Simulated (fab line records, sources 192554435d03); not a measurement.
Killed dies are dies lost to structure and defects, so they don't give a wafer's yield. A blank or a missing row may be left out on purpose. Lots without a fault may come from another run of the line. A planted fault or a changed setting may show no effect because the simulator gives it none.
Which tool did it? | flow n5_finfet | 24 lots, 72 wafers sampled, at 6 steps of a route of 1938

WHAT THE GAUGES READ, wafer by wafer
N5_BEOL_M8_THK_MEAS_53: measures by xrf. Usual: M8_THK 78.4 nm, standard deviation 2.4.
lot  | measured     | on            | M8_THK (nm)    | flag
L076 | day 9 20:23  | film_metro-01 | 77.0 79.1 75.7 |
L074 | day 9 23:29  | film_metro-02 | 76.7 79.6 80.3 |
L075 | day 9 23:52  | film_metro-01 | 80.1 77.7 75.8 |
L077 | day 10 11:05 | film_metro-01 | 78.6 79.8 78.9 |
L078 | day 10 15:15 | film_metro-01 | 75.5 82.3 77.2 |
L080 | day 10 22:16 | film_metro-02 | 80.6 84.7 81.6 |
L079 | day 10 22:53 | film_metro-02 | 79.0 78.2 79.5 |
L081 | day 11 06:29 | film_metro-02 | 77.8 76.9 81.2 |
L084 | day 11 20:52 | film_metro-02 | 78.6 80.2 76.9 |
L082 | day 11 23:56 | film_metro-02 | 80.0 80.7 78.7 |
L083 | day 12 00:23 | film_metro-02 | 80.8 82.3 80.8 |
L085 | day 12 09:05 | film_metro-02 | 76.9 77.2 73.5 |
L086 | day 13 02:41 | film_metro-01 | 77.0 78.6 75.3 |
L087 | day 13 12:51 | film_metro-01 | 79.4 78.3 80.5 |
L089 | day 14 10:00 | film_metro-02 | 80.4 83.8 75.2 |
L088 | day 14 10:49 | film_metro-01 | 77.8 75.8 81.3 |
L093 | day 14 19:46 | film_metro-01 | 75.2 77.6 76.3 |
L090 | day 14 19:53 | film_metro-02 | 76.1 81.1 79.8 |
L091 | day 14 20:02 | film_metro-01 | 74.2 77.2 77.5 |
L092 | day 14 20:44 | film_metro-01 | 77.6 79.1 78.2 |
L094 | day 15 06:19 | film_metro-01 | 80.1 79.5 78.9 |
L095 | day 15 06:56 | film_metro-01 | 75.0 77.2 79.4 |
L097 | day 15 18:48 | film_metro-02 | 73.3 75.5 79.3 |
L096 | day 15 23:17 | film_metro-01 | 75.1 81.5 77.7 |

N5_BEOL_M9_OVL_MEAS_12. Usual: M9_OVL -0.1 nm, standard deviation 0.69.
lot  | measured     | on         | M9_OVL (nm)    | flag
L076 | day 9 22:04  | overlay-01 | -0.3 -0.5 -0.6 |
L074 | day 10 02:08 | overlay-02 | -1.2 0.0 -0.7  |
L075 | day 10 02:13 | overlay-01 | 1.1 0.8 0.6    |
L077 | day 10 12:42 | overlay-02 | -1.5 -1.7 -1.7 |
L078 | day 10 18:19 | overlay-02 | 1.0 -0.4 0.7   |
L080 | day 11 00:45 | overlay-02 | -0.6 0.1 -0.2  |
L079 | day 11 00:50 | overlay-02 | 0.9 0.0 0.7    |
L081 | day 11 07:55 | overlay-01 | -0.3 -0.1 -1.6 |
L084 | day 12 00:13 | overlay-02 | 0.0 -0.7 -0.9  |
L082 | day 12 01:20 | overlay-01 | -0.1 1.1 -0.4  |
L083 | day 12 01:46 | overlay-01 | -0.3 0.2 -1.0  |
L085 | day 12 12:01 | overlay-01 | -0.3 -0.9 -0.8 |
L086 | day 13 05:31 | overlay-01 | 1.2 0.5 0.0    |
L087 | day 13 16:07 | overlay-01 | 0.6 -0.4 0.0   |
L089 | day 14 13:43 | overlay-01 | -0.3 0.3 0.0   |
L088 | day 14 13:58 | overlay-02 | -0.3 0.6 0.0   |
L093 | day 15 00:52 | overlay-01 | 0.2 0.4 0.3    |
L090 | day 15 01:02 | overlay-01 | -1.1 -0.8 -1.2 |
L091 | day 15 01:13 | overlay-01 | -0.1 -0.5 -0.8 |
L092 | day 15 01:22 | overlay-01 | -0.5 -1.0 -0.9 |
L094 | day 15 08:53 | overlay-01 | -0.5 1.2 -0.2  |
L095 | day 15 09:17 | overlay-01 | -0.1 -0.1 -0.2 |
L097 | day 15 21:44 | overlay-01 | 0.2 0.4 -0.2   |
L096 | day 16 02:58 | overlay-01 | -0.5 0.2 -0.2  |

N5_BEOL_M9_CD_MEAS_28: target cd 70 nm. Usual: cd_nm 70.0 nm, standard deviation 0.32.
lot  | measured     | on        | cd_nm (nm)     | flag
L076 | day 10 00:26 | cd_sem-03 | 70.1 70.5 69.9 |
L074 | day 10 03:10 | cd_sem-03 | 70.3 70.1 69.7 |
L075 | day 10 04:21 | cd_sem-03 | 70.0 69.9 69.7 |
L077 | day 10 14:09 | cd_sem-02 | 70.1 70.1 70.1 |
L078 | day 10 21:35 | cd_sem-01 | 70.7 70.3 70.6 |
L080 | day 11 03:07 | cd_sem-02 | 70.1 70.3 70.5 |
L079 | day 11 03:17 | cd_sem-02 | 69.7 69.4 70.1 |
L081 | day 11 10:18 | cd_sem-01 | 69.9 69.9 69.6 |
L084 | day 12 02:29 | cd_sem-01 | 70.0 69.9 69.4 |
L082 | day 12 02:40 | cd_sem-02 | 69.7 69.9 69.6 |
L083 | day 12 02:42 | cd_sem-03 | 70.1 70.5 70.5 |
L085 | day 12 13:50 | cd_sem-02 | 70.4 70.0 70.3 |
L086 | day 13 09:08 | cd_sem-01 | 70.1 70.1 70.3 |
L087 | day 13 17:49 | cd_sem-02 | 70.9 69.9 70.4 |
L089 | day 14 15:10 | cd_sem-02 | 70.4 70.5 70.0 |
L088 | day 14 15:12 | cd_sem-02 | 70.2 70.4 70.1 |
L093 | day 15 01:40 | cd_sem-03 | 69.5 69.4 69.9 |
L090 | day 15 02:08 | cd_sem-03 | 70.3 69.8 70.5 |
L091 | day 15 02:11 | cd_sem-01 | 70.4 70.0 70.3 |
L092 | day 15 02:23 | cd_sem-02 | 70.1 70.2 70.0 |
L094 | day 15 11:46 | cd_sem-02 | 70.5 70.4 69.8 |
L095 | day 15 11:56 | cd_sem-02 | 69.4 69.7 70.1 |
L097 | day 15 22:34 | cd_sem-02 | 69.3 69.8 69.4 |
L096 | day 16 05:37 | cd_sem-03 | 69.5 69.8 69.5 |

N5_BEOL_M9_OCD_MEAS_38. Usual: trench_depth_nm 149 nm, standard deviation 4.2.
lot  | measured     | on     | trench_depth_nm (nm) | flag
L076 | day 10 01:01 | ocd-01 | 145 147 141          |
L074 | day 10 03:45 | ocd-02 | 144 147 140          |
L075 | day 10 04:56 | ocd-01 | 143 147 148          |
L077 | day 10 14:55 | ocd-02 | 147 147 147          |
L078 | day 10 22:11 | ocd-02 | 154 151 153          |
L080 | day 11 03:42 | ocd-02 | 157 154 152          |
L079 | day 11 03:52 | ocd-01 | 149 147 147          |
L081 | day 11 11:16 | ocd-02 | 157 152 156          |
L084 | day 12 03:04 | ocd-01 | 145 147 145          |
L082 | day 12 03:19 | ocd-02 | 150 148 153          |
L083 | day 12 03:47 | ocd-02 | 147 147 149          |
L085 | day 12 14:25 | ocd-02 | 148 151 146          |
L086 | day 13 09:43 | ocd-01 | 142 156 141          |
L087 | day 13 18:24 | ocd-02 | 152 153 151          |
L089 | day 14 15:44 | ocd-02 | 153 153 150          |
L088 | day 14 15:47 | ocd-01 | 145 146 146          |
L093 | day 15 02:20 | ocd-01 | 152 151 151          |
L090 | day 15 02:43 | ocd-02 | 147 153 145          |
L091 | day 15 02:46 | ocd-01 | 142 155 142          |
L092 | day 15 03:00 | ocd-02 | 153 151 151          |
L094 | day 15 12:39 | ocd-02 | 152 146 144          |
L095 | day 15 12:42 | ocd-01 | 153 153 153          |
L097 | day 15 23:16 | ocd-02 | 142 155 142          |
L096 | day 16 06:28 | ocd-02 | 158 151 141          |

WHICH TOOL RAN EACH LOT (tool, then ch and the chambers of the sampled wafers, then the start)
lot  | N5_BEOL_M8_ANNEAL_51             | N5_BEOL_M9_DESCUM_33
L076 | rtp_anneal-02 ch 0, day 9 19:50  | rie_diel-04 ch 0,1,3, day 10 00:33
L074 | rtp_anneal-01 ch 0, day 9 23:02  | rie_diel-04 ch 0,2,3, day 10 03:17
L075 | rtp_anneal-01 ch 0, day 9 23:15  | rie_diel-04 ch 1,3, day 10 04:28
L077 | rtp_anneal-02 ch 0, day 10 10:35 | rie_diel-04 ch 0,1, day 10 14:27
L078 | rtp_anneal-01 ch 0, day 10 14:39 | rie_diel-06 ch 0,2,3, day 10 21:44
L080 | rtp_anneal-02 ch 0, day 10 21:40 | rie_diel-02 ch 0,1,2, day 11 03:14
L079 | rtp_anneal-02 ch 0, day 10 22:17 | rie_diel-04 ch 1,2, day 11 03:25
L081 | rtp_anneal-02 ch 0, day 11 05:56 | rie_diel-02 ch 0,1,2, day 11 10:49
L084 | rtp_anneal-01 ch 0, day 11 20:22 | rie_diel-04 ch 0,1,2, day 12 02:37
L082 | rtp_anneal-01 ch 0, day 11 23:20 | rie_diel-06 ch 0,2,3, day 12 02:52
L083 | rtp_anneal-01 ch 0, day 11 23:53 | rie_diel-06 ch 0,1, day 12 03:19
L085 | rtp_anneal-01 ch 0, day 12 08:27 | rie_diel-04 ch 1,2,3, day 12 13:58
L086 | rtp_anneal-01 ch 0, day 13 02:05 | rie_diel-02 ch 0,3, day 13 09:15
L087 | rtp_anneal-01 ch 0, day 13 12:16 | rie_diel-06 ch 1,2, day 13 17:56
L089 | rtp_anneal-02 ch 0, day 14 09:30 | rie_diel-06 ch 2,3, day 14 15:17
L088 | rtp_anneal-02 ch 0, day 14 10:13 | rie_diel-04 ch 0,1,2, day 14 15:20
L093 | rtp_anneal-02 ch 0, day 14 19:10 | rie_diel-06 ch 0,3, day 15 01:53
L090 | rtp_anneal-01 ch 0, day 14 19:15 | rie_diel-04 ch 1,2,3, day 15 02:16
L091 | rtp_anneal-02 ch 0, day 14 19:29 | rie_diel-02 ch 0,3, day 15 02:19
L092 | rtp_anneal-02 ch 0, day 14 20:08 | rie_diel-06 ch 1,3, day 15 02:33
L094 | rtp_anneal-02 ch 0, day 15 05:49 | rie_diel-04 ch 0,1,3, day 15 12:11
L095 | rtp_anneal-02 ch 0, day 15 06:21 | rie_diel-06 ch 1,2, day 15 12:15
L097 | rtp_anneal-02 ch 0, day 15 18:17 | rie_diel-02 ch 1,3, day 15 22:49
L096 | rtp_anneal-02 ch 0, day 15 22:41 | rie_diel-02 ch 1,2,3, day 16 06:01
- N5_BEOL_M8_ANNEAL_51: time 90 s.
- N5_BEOL_M9_DESCUM_33: chemistry O2, time 7 s.

WHAT THE TOOLS THEMSELVES READ (means of the sampled wafers that have a number; where no wafer has one, the mark that the record gives instead)
N5_BEOL_M8_ANNEAL_51. Usual: anneal_temp_c 225.02 C, standard deviation 0.18; wafer_temp_C_max 226.22, standard deviation 0.27.
lot  | tool          | anneal_temp_c (C) | wafer_temp_C_max | flag
L076 | rtp_anneal-02 | 225.18            | 226.12           |
L074 | rtp_anneal-01 | 224.93            | 226.21           |
L075 | rtp_anneal-01 | 225.04            | 226.34           |
L077 | rtp_anneal-02 | 225.00            | 225.88           |
L078 | rtp_anneal-01 | 224.80            | 226.27           |
L080 | rtp_anneal-02 | 225.28            | 226.22           |
L079 | rtp_anneal-02 | 225.16            | 226.00           |
L081 | rtp_anneal-02 | 225.05            | 226.28           |
L084 | rtp_anneal-01 | 224.88            | 226.25           |
L082 | rtp_anneal-01 | 225.13            | 226.52           |
L083 | rtp_anneal-01 | 224.90            | 226.36           |
L085 | rtp_anneal-01 | 224.91            | 226.11           |
L086 | rtp_anneal-01 | 225.12            | 225.91           |
L087 | rtp_anneal-01 | 225.05            | 226.08           |
L089 | rtp_anneal-02 | 224.97            | 226.44           |
L088 | rtp_anneal-02 | 225.12            | 226.29           |
L093 | rtp_anneal-02 | 224.89            | 226.28           |
L090 | rtp_anneal-01 | 225.29            | 226.60           |
L091 | rtp_anneal-02 | 225.15            | 226.21           |
L092 | rtp_anneal-02 | 225.04            | 226.06           |
L094 | rtp_anneal-02 | 224.93            | 226.24           |
L095 | rtp_anneal-02 | 224.84            | 226.49           |
L097 | rtp_anneal-02 | 225.05            | 226.10           |
L096 | rtp_anneal-02 | 224.95            | 225.99           |

N5_BEOL_M9_DESCUM_33. Usual: drypump_motor_current_A 5.7 A, standard deviation 0.54; oes_product_au 0.75 a.u., standard deviation 0.081; rf_vpp_V 243.4 V, standard deviation 1.4; showerhead_plenum_p_Torr 2.10 Torr, standard deviation 0.073; throttle_valve_pct 20.31 %, standard deviation 0.29.
lot  | tool        | drypump_motor_current_A (A) | oes_product_au (a.u.) | rf_vpp_V (V) | showerhead_plenum_p_Torr (Torr) | throttle_valve_pct (%) | flag
L076 | rie_diel-04 | 5.8                         | 0.71                  | 243.6        | 2.09                            | 20.27                  |
L074 | rie_diel-04 | 5.3                         | 0.72                  | 243.3        | 2.10                            | 20.40                  |
L075 | rie_diel-04 | 6.1                         | 0.70                  | 242.6        | 2.09                            | 20.14                  |
L077 | rie_diel-04 | 5.9                         | 0.71                  | 244.6        | 2.15                            | 20.11                  |
L078 | rie_diel-06 | 5.8                         | 0.75                  | 242.9        | 2.07                            | 20.56                  |
L080 | rie_diel-02 | 5.9                         | 0.78                  | 242.7        | 2.10                            | 20.32                  |
L079 | rie_diel-04 | 5.8                         | 0.70                  | 244.0        | 2.15                            | 20.14                  |
L081 | rie_diel-02 | 5.9                         | 0.78                  | 242.6        | 2.10                            | 20.34                  |
L084 | rie_diel-04 | 5.5                         | 0.70                  | 244.6        | 2.15                            | 20.27                  |
L082 | rie_diel-06 | 5.8                         | 0.75                  | 242.9        | 2.06                            | 20.57                  |
L083 | rie_diel-06 | 5.7                         | 0.74                  | 243.8        | 2.15                            | 20.51                  |
L085 | rie_diel-04 | 5.7                         | 0.79                  | 245.0        | 2.18                            | 20.18                  |
L086 | rie_diel-02 | 6.4                         | 0.75                  | 243.1        | 2.07                            | 20.18                  |
L087 | rie_diel-06 | 5.7                         | 0.81                  | 243.2        | 2.06                            | 20.04                  |
L089 | rie_diel-06 | 5.9                         | 0.78                  | 241.1        | 2.01                            | 20.43                  |
L088 | rie_diel-04 | 5.5                         | 0.69                  | 243.6        | 2.14                            | 20.30                  |
L093 | rie_diel-06 | 5.7                         | 0.69                  | 242.4        | 2.11                            | 20.76                  |
L090 | rie_diel-04 | 5.7                         | 0.76                  | 245.2        | 2.17                            | 20.20                  |
L091 | rie_diel-02 | 6.5                         | 0.75                  | 243.6        | 2.06                            | 20.21                  |
L092 | rie_diel-06 | 5.3                         | 0.72                  | 242.8        | 2.03                            | 20.34                  |
L094 | rie_diel-04 | 5.8                         | 0.76                  | 244.1        | 2.17                            | 20.18                  |
L095 | rie_diel-06 | 5.7                         | 0.80                  | 243.4        | 2.06                            | 20.06                  |
L097 | rie_diel-02 | 6.0                         | 0.75                  | 243.2        | 2.06                            | 20.06                  |
L096 | rie_diel-02 | 5.9                         | 0.76                  | 242.4        | 2.05                            | 20.24                  |

THE ANSWER, worked out from the rows above alone
Rule: a lot is off if the mean of its wafers that have a number lies more than 3 standard deviations from the usual mean. A lot without any number at a reading at which 4 lots or more have one is off too. The other lots that the step has rows for count as sound. The gauges are gone through in route order, then the tools' own readings, and for those a lot's mean is taken as printed above. The first step at which some lot is off is used, and at that step the reading that is off furthest; a lot without a number counts as furthest.
No lot is off at any reading shown: from this, nothing can be told.

WHAT THE SIMULATOR HAD PUT IN
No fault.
